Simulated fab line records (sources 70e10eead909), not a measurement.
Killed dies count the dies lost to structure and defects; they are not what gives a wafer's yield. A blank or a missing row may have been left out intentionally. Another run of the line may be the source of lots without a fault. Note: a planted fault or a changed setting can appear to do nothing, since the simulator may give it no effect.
Chamber matching | flow nand_harc | pecvd-03 running NHARC_A_STAIRCASE_DEP_156: 3 sister chambers
The step deposits SiNx, target thk 50 nm. 3 wafers are shown with their chamber, then 9 later ones without.

## WAFERS WITH THEIR CHAMBER
wafer  | chamber | heater_power_outer_w (W)
L085.1 | 0       | 365
L086.2 | 2       | 415
L086.6 | 1       | 472

## WAFERS WITH NO CHAMBER GIVEN
wafer  | heater_power_outer_w (W)
L088.3 | 365
L088.4 | 435
L088.6 | 431
L087.1 | 504
L087.2 | 485
L087.6 | 491
L096.3 | 381
L096.5 | 275
L096.6 | 500

## WHICH CHAMBER EACH WENT THROUGH
wafer  | from the rows above          | in truth
L088.3 | can't be placed: 0 or 2      | 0
L088.4 | can't be placed: 2 or 1 or 0 | 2
L088.6 | can't be placed: 2 or 1 or 0 | 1
L087.1 | can't be placed: 1 or 2      | 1
L087.2 | can't be placed: 1 or 2      | 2
L087.6 | can't be placed: 1 or 2      | 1
L096.3 | can't be placed: 0 or 2      | 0
L096.5 | can't be placed: 0 or 2      | 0
L096.6 | can't be placed: 1 or 2      | 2
Correctly placed: 0 of 9. Not placeable from these rows: 9 (in 9, the candidates include the true chamber). 0 placed wrongly.
How it was worked out, from the rows above alone: a wafer's distance from a chamber is the root of the sum, over the readings, of the square of ((its reading less the chamber's mean) divided by the reading's scatter). The wafer belongs to the nearest chamber; if the next one is less than 2 further off, it can't be placed. The mean given for a chamber averages the wafers shown for that chamber. The scatter: with one shown wafer a chamber, the root of the mean of the squares of how far each hidden wafer lies from its nearest shown one.
